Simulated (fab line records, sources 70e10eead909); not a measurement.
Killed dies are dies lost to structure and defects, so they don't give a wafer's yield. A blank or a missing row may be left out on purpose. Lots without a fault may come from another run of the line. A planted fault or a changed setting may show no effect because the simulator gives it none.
fab line records | flow nand_harc
record lots=13 wafers=39 last_day=34
route steps=1302 shown P_M0@273 THIN_TSV@1272 END@1302
lots that met no fault: from a run of the same line without faults
start_h: hours from the record's first day to the start of the lot's first wafer shown | wait_h: hours since the lot's step before | " the same as in the row above | L1.1+2: a row that stands for several wafers | - no value, or no start given | * or withheld: withheld | < > ~ a bound
route shown NAME@n: a module of which the file shows steps, and the number in the route of the first | usual: mean/standard deviation of fault-free wafers | same: alike in all rows | chamber/n: place in a boat | sites: the reading at each site | _std_site: their standard deviation | _edge_site: outer sites' mean less inner sites' | radius_mm: how far each site lies from the wafer's centre | mask NAME#n: copy n | behind: the tool/chamber that last shaped the wafer | hold: why the lot was held/for how many hours/how that ended | device: the transistor (n, p or np) that didn't switch | end of line: the same wafers' tests at the end of the route | a step without rows: its recipe alone | killed: dies lost to structure and defects at the first sort, not the wafer's yield | map: a wafer's dies, x killed, . not, _ none there
set.NAME: the setting as run; set.NAME@STEP: as run at that earlier step | model.NAME: the simulator's own value behind a step, which no gauge read
steps of the route over a sample of lots; a table a step, a row a wafer
services: from which hour (start_h, from the record's first day; less than 0 if before it) a tool's chamber was out of use, for how many hours, and why
## steps
# step NHARC_P_M0_PRE_CLEAN_29
# recipe time_s=30 temp_c=280 gas=H2/He
# usual heater_power_w=397/30
# columns lot.wafer tool chamber start_h wait_h heater_power_w
L100.4 pvd_sputter-02 - 137.97 - 371
L100.2 " - " " 426
L100.1 " - " " 377
L999.3 pvd_sputter-02 - 139.21 - 427
L999.4 " - " " 377
L999.1 " - " " 379
L103.2 pvd_sputter-01 - 168.58 - 365
L103.3 " - " " 395
L103.5 " - " " 368
L105.4 pvd_sputter-03 - 184.37 - 445
L105.6 " - " " 384
L105.5 " - " " 387
L106.1 pvd_sputter-03 - 190.75 - 447
L106.2 " - " " 412
L106.5 " - " " 459
L108.3 pvd_sputter-03 - 208.98 - 388
L108.1 " - " " 377
L108.5 " - " " 379
L111.1 pvd_sputter-03 - 241.42 - 458
L111.6 " - " " 444
L111.5 " - " " 393
L115.2 pvd_sputter-03 - 290.29 - 450
L115.3 " - " " 373
L115.5 " - " " 402
L116.3 pvd_sputter-03 - 298.32 - 388
L116.6 " - " " 375
L116.5 " - " " 393
L117.4 pvd_sputter-03 - 304.41 - 448
L117.2 " - " " 392
L117.5 " - " " 418
L119.3 pvd_sputter-01 - 318.84 - 345
L119.4 " - " " 411
L119.5 " - " " 359
L121.1 pvd_sputter-03 - 344.35 - 446
L121.3 " - " " 377
L121.5 " - " " 455
L122.3 pvd_sputter-03 - 359.09 - 429
L122.2 " - " " 449
L122.6 " - " " 425
# step NHARC_THIN_TSV_PVD_19
# recipe target_thk_a=200 chamber_pressure_pa=5 material=TaN
# usual throttle_valve_pct=29.8/1
# columns lot.wafer tool chamber start_h wait_h throttle_valve_pct
L999.3 pvd_sputter-02 - - - 30.9
L999.1 " - " " 30.0
L999.4 " - " " 30.0
L100.1 pvd_sputter-01 - - - 30.5
L100.4 " - " " 29.8
L100.2 " - " " 29.2
L103.3 pvd_sputter-03 - - - 29.8
L103.2 " - " " 27.4
L103.5 " - " " 28.8
L105.4 pvd_sputter-03 - - - 28.6
L105.5 " - " " 28.4
L105.6 " - " " 30.4
L106.1 pvd_sputter-03 - - - 30.7
L106.2 " - " " 28.7
L106.5 " - " " 30.3
L108.1 pvd_sputter-01 - - - 28.9
L108.3 " - " " 30.4
L108.5 " - " " 30.5
L111.1 pvd_sputter-03 - - - 30.4
L111.6 " - " " 30.6
L111.5 " - " " 30.0
L115.3 pvd_sputter-02 - - - 29.3
L115.2 " - " " 30.1
L115.5 " - " " 29.5
L116.3 pvd_sputter-03 - - - 29.4
L116.5 " - " " 28.4
L116.6 " - " " 28.6
L119.4 pvd_sputter-02 - - - 30.3
L119.3 " - " " 29.8
L119.5 " - " " 32.0
L117.2 pvd_sputter-03 - - - 28.5
L117.4 " - " " 28.5
L117.5 " - " " 28.2
L121.1 pvd_sputter-03 - - - 29.3
L121.3 " - " " 28.6
L121.5 " - " " 31.1
L122.3 pvd_sputter-02 - - - 30.4
L122.2 " - " " 32.0
L122.6 " - " " 29.3
# step NHARC_THIN_TSV_PVD_51
# recipe target_thk_a=1000 chamber_pressure_pa=5 material=Cu
# usual throttle_valve_pct=29.8/1.1
# columns lot.wafer tool chamber start_h wait_h throttle_valve_pct
L999.4 pvd_sputter-02 - - - 31.0
L999.3 " - " " 29.7
L999.1 " - " " 29.5
L100.4 pvd_sputter-01 - - - 29.4
L100.2 " - " " 30.5
L100.1 " - " " 29.5
L103.2 pvd_sputter-03 - - - 27.4
L103.3 " - " " 28.5
L103.5 " - " " 30.4
L105.4 pvd_sputter-03 - - - 27.4
L105.5 " - " " 28.8
L105.6 " - " " 30.6
L106.1 pvd_sputter-03 - - - 30.5
L106.2 " - " " 29.8
L106.5 " - " " 30.5
L108.3 pvd_sputter-01 - - - 28.9
L108.1 " - " " 30.4
L108.5 " - " " 30.1
L111.1 pvd_sputter-03 - - - 28.9
L111.5 " - " " 30.1
L111.6 " - " " 27.7
L115.2 pvd_sputter-02 - - - 30.6
L115.3 " - " " 29.5
L115.5 " - " " 30.3
L116.3 pvd_sputter-03 - - - 28.3
L116.5 " - " " 28.5
L116.6 " - " " 28.5
L119.4 pvd_sputter-02 - - - 29.4
L119.3 " - " " 30.4
L119.5 " - " " 31.9
L117.4 pvd_sputter-03 - - - 31.2
L117.2 " - " " 29.6
L117.5 " - " " 31.0
L121.3 pvd_sputter-03 - - - 28.3
L121.1 " - " " 28.7
L121.5 " - " " 28.6
L122.2 pvd_sputter-02 - - - 30.0
L122.3 " - " " 30.4
L122.6 " - " " 30.2
# step NHARC_THIN_TSV_ANNEAL_52
# recipe temp_c=225 time_s=90
# usual wafer_temp_C_max=226.30/0.28
# columns lot.wafer tool chamber start_h wait_h wafer_temp_C_max
L999.1 rtp_anneal-01 0 577.39 0.9 226.34
L999.3 " 0 " " 226.23
L999.4 " 0 " " 226.12
L100.1 rtp_anneal-02 0 578.34 0.5 225.80
L100.2 " 0 " " 226.09
L100.4 " 0 " " 226.26
L103.2 rtp_anneal-02 0 606.56 0.6 226.31
L103.3 " 0 " " 226.16
L103.5 " 0 " " 225.88
L105.4 rtp_anneal-01 0 620.44 0.6 226.07
L105.5 " 0 " " 226.35
L105.6 " 0 " " 226.48
L106.1 rtp_anneal-01 0 636.38 0.5 226.18
L106.2 " 0 " " 226.42
L106.5 " 0 " " 226.39
L108.1 rtp_anneal-02 0 656.18 0.5 225.85
L108.3 " 0 " " 226.23
L108.5 " 0 " " 225.86
L111.1 rtp_anneal-02 0 661.54 0.6 226.42
L111.5 " 0 " " 226.33
L111.6 " 0 " " 226.52
L115.2 rtp_anneal-02 0 724.78 0.8 226.48
L115.3 " 0 " " 226.45
L115.5 " 0 " " 226.18
L116.3 rtp_anneal-01 0 735.80 0.5 226.27
L116.5 " 0 " " 226.09
L116.6 " 0 " " 226.32
L119.3 rtp_anneal-01 0 736.73 0.5 226.43
L119.4 " 0 " " 226.42
L119.5 " 0 " " 226.34
L117.2 rtp_anneal-02 0 739.73 0.6 225.97
L117.4 " 0 " " 226.94
L117.5 " 0 " " 226.41
L121.1 rtp_anneal-01 0 779.90 0.5 226.00
L121.3 " 0 " " 226.61
L121.5 " 0 " " 227.02
L122.2 rtp_anneal-02 0 790.56 0.7 226.16
L122.3 " 0 " " 225.92
L122.6 " 0 " " 226.40
# step NHARC_END_SORT_01
# recipe temp_c=25
# usual defect_limited_yield=91.9/2.7 killed_at_array=50/18 killed_at_other=0.8/1.1 killed_at_periphery=4.1/2.9 killed_dies=55/18 killed_open=3.5/1.9 killed_short=2.4/1.5 sort_bin_2_pct=2.8/1.2 sort_bin_3_pct=0.6/0.37 sort_bin_4_pct=4.7/1.5 sort_n_pass=622/18 sort_rim_yield_pct=90/4.4 sort_yield_pct=91.9/2.7
# same gross_dies=677 sort_bin_5_pct[%]=0 sort_bin_6_pct[%]=0 sort_bin_7_pct[%]=0 sort_bin_8_pct[%]=0 sort_rim_n_gross=106.00
# columns lot.wafer tool chamber start_h wait_h defect_limited_yield[%] killed_at_array killed_at_other killed_at_periphery killed_dies killed_open killed_short sort_bin_2_pct[%] sort_bin_3_pct[%] sort_bin_4_pct[%] sort_n_pass sort_rim_yield_pct[%] sort_yield_pct[%]
L999.1 prober-02 0 591.72 2.5 91.0 60 0 1 61 6 0 4.6 0.6 3.8 616 89 91.0
L999.3 prober-02 0 593.35 3.1 91.0 56 0 5 61 5 0 3.5 1.2 4.3 616 88 91.0
L999.4 prober-02 0 594.16 3.4 89.7 66 2 2 70 2 3 2.7 1.3 6.4 607 82 89.7
L106.1 prober-01 0 647.23 2.5 87.0 83 1 4 88 3 1 4.7 1.3 6.9 589 86 87.0
L106.2 prober-01 0 648.03 2.8 88.8 75 0 1 76 3 4 4.4 0.6 6.2 601 84 88.8
L106.5 prober-01 0 650.44 3.7 88.9 70 2 3 75 2 0 4.4 1.2 5.5 602 85 88.9
L111.1 prober-01 0 670.10 2.5 91.7 31 5 20 56 3 3 3.2 0.6 4.4 621 92 91.7
L111.5 prober-01 0 673.34 3.7 90.7 35 4 24 63 2 5 2.2 0.9 6.2 614 91 90.7
L111.6 prober-01 0 674.14 4.0 92.3 39 1 12 52 3 3 2.7 0.1 4.9 625 89 92.3
L108.1 prober-02 0 670.14 2.5 91.1 45 0 15 60 4 0 4.1 0.6 4.1 617 91 91.1
L108.3 prober-02 0 671.77 3.1 88.6 54 2 21 77 4 2 3.8 0.6 6.9 600 87 88.6
L108.5 prober-02 0 673.41 3.8 87.4 59 2 24 85 1 6 4.3 1.2 7.1 592 91 87.4
L115.2 prober-02 0 737.34 2.8 89.5 53 0 18 71 6 2 4.9 0.6 5.0 606 88 89.5
L115.3 prober-02 0 738.13 3.1 91.1 53 0 7 60 4 1 4.1 0.9 3.8 617 87 91.1
L115.5 prober-02 0 739.71 3.7 90.3 54 2 10 66 4 4 3.7 1.0 5.0 611 88 90.3
L119.3 prober-02 0 748.45 3.1 93.2 40 0 6 46 3 3 1.5 0.3 5.0 631 90 93.2
L119.4 prober-02 0 749.24 3.4 94.8 30 1 4 35 2 0 1.6 0.9 2.7 642 94 94.8
L119.5 prober-02 0 750.04 3.7 95.7 27 0 2 29 1 2 1.6 0 2.7 648 96 95.7
L116.3 prober-01 0 748.46 3.1 91.1 54 1 5 60 2 5 2.8 0.7 5.3 617 90 91.1
L116.5 prober-01 0 750.03 3.6 91.6 53 1 3 57 1 0 1.9 0.6 5.9 620 90 91.6
L116.6 prober-01 0 750.81 3.9 90.7 62 0 1 63 3 3 3.0 0.4 5.9 614 88 90.7
L117.2 prober-01 0 755.43 2.8 92.0 50 1 3 54 4 1 3.7 0.9 3.4 623 90 92.0
L117.4 prober-01 0 757.01 3.4 89.4 69 0 3 72 6 4 3.4 0.9 6.4 605 88 89.4
L117.5 prober-01 0 757.81 3.7 90.7 61 0 2 63 4 0 3.4 0.4 5.5 614 86 90.7
# killed by level:class
L999.1 A_CHANNEL_HOLE_D2:chamber_film_flake=26 A_CHANNEL_HOLE_D1:chamber_film_flake=15 A_CONTACT:chamber_film_flake=9 A_STAIRCASE:chamber_film_flake=3 A_CHANNEL_HOLE_D1:geometric_particle:open=2 P_CONTACT:geometric_particle:open=1 A_DECK1_JOINT:geometric_particle:open=1 A_ONON_D2:geometric_particle:open=1
L999.3 A_CHANNEL_HOLE_D2:chamber_film_flake=18 A_CHANNEL_HOLE_D1:chamber_film_flake=16 A_CONTACT:chamber_film_flake=6 A_STAIRCASE:chamber_film_flake=4 A_CHANNEL_FILL_D2:chamber_film_flake=3 P_CONTACT:geometric_particle:open=2 A_DECK1_JOINT:chamber_film_flake=2 A_SGD_CUT:chamber_film_flake=2
L999.4 A_CHANNEL_HOLE_D1:chamber_film_flake=23 A_CHANNEL_HOLE_D2:chamber_film_flake=19 A_CONTACT:chamber_film_flake=8 A_CHANNEL_FILL_D2:chamber_film_flake=4 A_STAIRCASE:chamber_film_flake=4 A_CHANNEL_FILL_D2:geometric_particle:short=2 A_SGD_CUT:chamber_film_flake=2 THIN_TSV:chamber_film_flake=2
L106.1 A_SLIT:chamber_film_flake=33 A_CHANNEL_HOLE_D2:chamber_film_flake=32 A_CONTACT:chamber_film_flake=5 A_CHANNEL_HOLE_D1:chamber_film_flake=4 A_WL_FILL:chamber_film_flake=3 P_CONTACT:chamber_film_flake=2 A_STAIRCASE:chamber_film_flake=2 P_M2:geometric_particle:open=1
L106.2 A_SLIT:chamber_film_flake=33 A_CHANNEL_HOLE_D2:chamber_film_flake=21 A_CONTACT:chamber_film_flake=7 A_STAIRCASE:chamber_film_flake=3 A_CHANNEL_HOLE_D1:chamber_film_flake=2 A_ONON_D2:geometric_particle:short=1 A_CHANNEL_FILL_D2:geometric_particle:open=1 A_CHANNEL_FILL_D2:geometric_particle:short=1
L106.5 A_CHANNEL_HOLE_D2:chamber_film_flake=30 A_SLIT:chamber_film_flake=26 A_CONTACT:chamber_film_flake=4 A_CHANNEL_HOLE_D1:chamber_film_flake=3 A_STAIRCASE:chamber_film_flake=3 A_WL_FILL:chamber_film_flake=3 THIN_TSV:chamber_film_flake=2 P_GATE:geometric_particle:open=1
L111.1 P_M0:unspecified=18 A_CHANNEL_HOLE_D2:chamber_film_flake=14 A_CHANNEL_HOLE_D1:chamber_film_flake=8 HYBRID_BOND:chamber_film_flake=3 A_STAIRCASE:chamber_film_flake=2 P_STI:geometric_particle:open=1 P_CONTACT:geometric_particle:short=1 A_ONON_D2:geometric_particle:short=1
L108.1 A_SLIT:chamber_film_flake=21 P_M0:unspecified=12 A_CHANNEL_HOLE_D2:chamber_film_flake=8 A_CHANNEL_HOLE_D1:chamber_film_flake=4 A_CONTACT:chamber_film_flake=4 P_M2:chamber_film_flake=2 A_STAIRCASE:chamber_film_flake=2 A_WL_FILL:chamber_film_flake=2
L108.3 A_SLIT:chamber_film_flake=26 A_CHANNEL_HOLE_D2:chamber_film_flake=16 P_M0:unspecified=13 P_M2:chamber_film_flake=5 A_CHANNEL_HOLE_D1:chamber_film_flake=4 P_CONTACT:geometric_particle:open=2 A_WL_FILL:chamber_film_flake=2 A_CHANNEL_HOLE_D2:geometric_particle:open=1
L111.5 P_M0:unspecified=18 A_CHANNEL_HOLE_D2:chamber_film_flake=17 A_CHANNEL_HOLE_D1:chamber_film_flake=7 A_WL_FILL:chamber_film_flake=3 HYBRID_BOND:chamber_film_flake=3 P_M0:geometric_particle:short=2 P_GATE:chamber_film_flake=2 A_CONTACT:chamber_film_flake=2
L108.5 A_SLIT:chamber_film_flake=28 P_M0:unspecified=22 A_CHANNEL_HOLE_D2:chamber_film_flake=15 A_CONTACT:chamber_film_flake=5 A_DECK1_JOINT:geometric_particle:short=2 THIN_TSV:chamber_film_flake=2 P_GATE:geometric_particle:open=1 A_ONON_D1:geometric_particle:short=1
L111.6 A_CHANNEL_HOLE_D2:chamber_film_flake=16 P_M0:unspecified=9 A_CHANNEL_HOLE_D1:chamber_film_flake=9 A_STAIRCASE:chamber_film_flake=4 A_SLIT:chamber_film_flake=2 A_WL_FILL:chamber_film_flake=2 A_CONTACT:chamber_film_flake=2 P_CONTACT:geometric_particle:short=1
L115.2 A_SLIT:chamber_film_flake=28 P_GATE:chamber_film_flake=8 A_CHANNEL_HOLE_D2:chamber_film_flake=8 A_CHANNEL_HOLE_D1:chamber_film_flake=6 P_STI:chamber_film_flake=4 A_SGD_CUT:chamber_film_flake=4 P_CONTACT:geometric_particle:open=2 P_M0:geometric_particle:short=2
L115.3 A_SLIT:chamber_film_flake=24 A_CHANNEL_HOLE_D2:chamber_film_flake=11 P_GATE:chamber_film_flake=5 A_CHANNEL_HOLE_D1:chamber_film_flake=5 A_SGD_CUT:chamber_film_flake=3 A_WL_FILL:chamber_film_flake=3 A_BLC:geometric_particle:open=2 A_CONTACT:chamber_film_flake=2
L115.5 A_SLIT:chamber_film_flake=23 A_CHANNEL_HOLE_D2:chamber_film_flake=15 P_GATE:chamber_film_flake=4 A_CHANNEL_HOLE_D1:chamber_film_flake=4 A_CONTACT:chamber_film_flake=4 P_BONDPAD:chamber_film_flake=2 A_SGD_CUT:chamber_film_flake=2 A_WL_FILL:chamber_film_flake=2
L119.3 A_CHANNEL_HOLE_D1:chamber_film_flake=18 P_BONDPAD:chamber_film_flake=5 A_SLIT:chamber_film_flake=5 A_CHANNEL_FILL_D2:chamber_film_flake=4 A_CHANNEL_HOLE_D2:chamber_film_flake=3 A_SGD_CUT:geometric_particle:open=2 A_STAIRCASE:chamber_film_flake=2 P_STI:geometric_particle:short=1
L116.3 A_SLIT:chamber_film_flake=28 A_CHANNEL_HOLE_D1:chamber_film_flake=15 A_CONTACT:chamber_film_flake=6 A_WL_FILL:geometric_particle:short=2 P_BONDPAD:chamber_film_flake=2 P_M1:geometric_particle:open=1 P_M1:geometric_particle:short=1 A_ONON_D2:geometric_particle:short=1
L119.4 A_CHANNEL_HOLE_D1:chamber_film_flake=17 A_BONDPAD:chamber_film_flake=6 A_SLIT:chamber_film_flake=3 P_BONDPAD:chamber_film_flake=3 A_SOURCE_PLATE:geometric_particle:open=1 A_ONON_D1:geometric_particle:open=1 P_GATE:chamber_film_flake=1 A_CHANNEL_HOLE_D2:chamber_film_flake=1
L116.5 A_SLIT:chamber_film_flake=33 A_CHANNEL_HOLE_D1:chamber_film_flake=13 A_CONTACT:chamber_film_flake=4 P_GATE:chamber_film_flake=2 A_STAIRCASE:chamber_film_flake=2 A_CONTACT:geometric_particle:open=1 P_STI:chamber_film_flake=1 THIN_TSV:chamber_film_flake=1
L119.5 A_CHANNEL_HOLE_D1:chamber_film_flake=13 A_CHANNEL_HOLE_D2:chamber_film_flake=5 A_SLIT:chamber_film_flake=4 A_ONON_D2:geometric_particle:short=2 A_STAIRCASE:chamber_film_flake=2 P_GATE:geometric_particle:open=1 P_BONDPAD:chamber_film_flake=1 A_M1:chamber_film_flake=1
L116.6 A_SLIT:chamber_film_flake=31 A_CHANNEL_HOLE_D1:chamber_film_flake=20 A_CONTACT:chamber_film_flake=4 P_STI:geometric_particle:short=1 A_ONON_D1:geometric_particle:short=1 A_ONON_D1:geometric_particle:open=1 A_ONON_D2:geometric_particle:short=1 A_WL_FILL:geometric_particle:open=1
L117.2 A_SLIT:chamber_film_flake=22 A_CHANNEL_HOLE_D2:chamber_film_flake=11 A_CHANNEL_HOLE_D1:chamber_film_flake=7 A_CONTACT:chamber_film_flake=3 P_M0:geometric_particle:open=1 A_SOURCE_PLATE:geometric_particle:open=1 A_ONON_D1:geometric_particle:short=1 A_CHANNEL_FILL_D1:geometric_particle:open=1
L117.4 A_SLIT:chamber_film_flake=30 A_CHANNEL_HOLE_D2:chamber_film_flake=17 A_CHANNEL_HOLE_D1:chamber_film_flake=8 A_CONTACT:chamber_film_flake=3 A_CHANNEL_FILL_D2:geometric_particle:short=2 A_WL_FILL:geometric_particle:open=2 A_CONTACT:geometric_particle:open=2 P_GATE:geometric_particle:open=1
L117.5 A_SLIT:chamber_film_flake=25 A_CHANNEL_HOLE_D2:chamber_film_flake=20 A_CONTACT:chamber_film_flake=5 A_CHANNEL_HOLE_D1:chamber_film_flake=5 A_STAIRCASE:chamber_film_flake=2 P_M0:geometric_particle:open=1 A_CHANNEL_FILL_D2:geometric_particle:open=1 A_CONTACT:geometric_particle:open=1
## services
# columns tool chamber start_h hours kind
pvd_sputter-03 - 153.83 7.6 repair
pvd_sputter-03 - 170.00 10.0 pm
pvd_sputter-02 - 182.06 2.1 repair
pvd_sputter-01 - 187.27 10.6 repair
pvd_sputter-03 - 222.02 7.3 repair
pvd_sputter-01 - 226.00 10.0 pm
pvd_sputter-02 - 282.00 10.0 pm
pvd_sputter-01 - 282.81 4.6 repair
pvd_sputter-03 - 316.63 3.9 repair
pvd_sputter-01 - 342.44 34.1 repair
pvd_sputter-03 - 348.00 10.0 pm
rtp_anneal-01 - 372.00 12.0 pm
pvd_sputter-01 - 404.00 10.0 pm
pvd_sputter-02 - 460.18 10.0 pm
pvd_sputter-03 - 526.00 10.0 pm
pvd_sputter-03 - 543.86 1.6 repair
pvd_sputter-01 - 582.00 10.0 pm
pvd_sputter-03 - 609.33 1.4 repair
pvd_sputter-02 - 616.27 0.8 repair
pvd_sputter-02 - 638.18 10.0 pm
pvd_sputter-03 - 664.78 0.7 repair
pvd_sputter-03 - 704.00 10.0 pm
pvd_sputter-03 - 724.65 1.8 repair
rtp_anneal-02 - 744.00 12.0 pm
## key
first_sign step=NHARC_END_SORT_01 reading=killed_at_periphery direction=up sigmas=5.2 usual=4.1 struck=19.3
effect none on later readings
met_at NHARC_P_M0_PRE_CLEAN_29
struck_lots L108,L111
not_acting_at NHARC_THIN_TSV_PVD_19,NHARC_THIN_TSV_PVD_51,NHARC_THIN_TSV_ANNEAL_52
onset_between 190.75 208.98
fault kind=chamber_particle_source tool=pvd_sputter-03 chamber=- onset_h=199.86 steps=NHARC_P_M0_PRE_CLEAN_29 rate_per_visit_cm2=0.032283 end_h=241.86
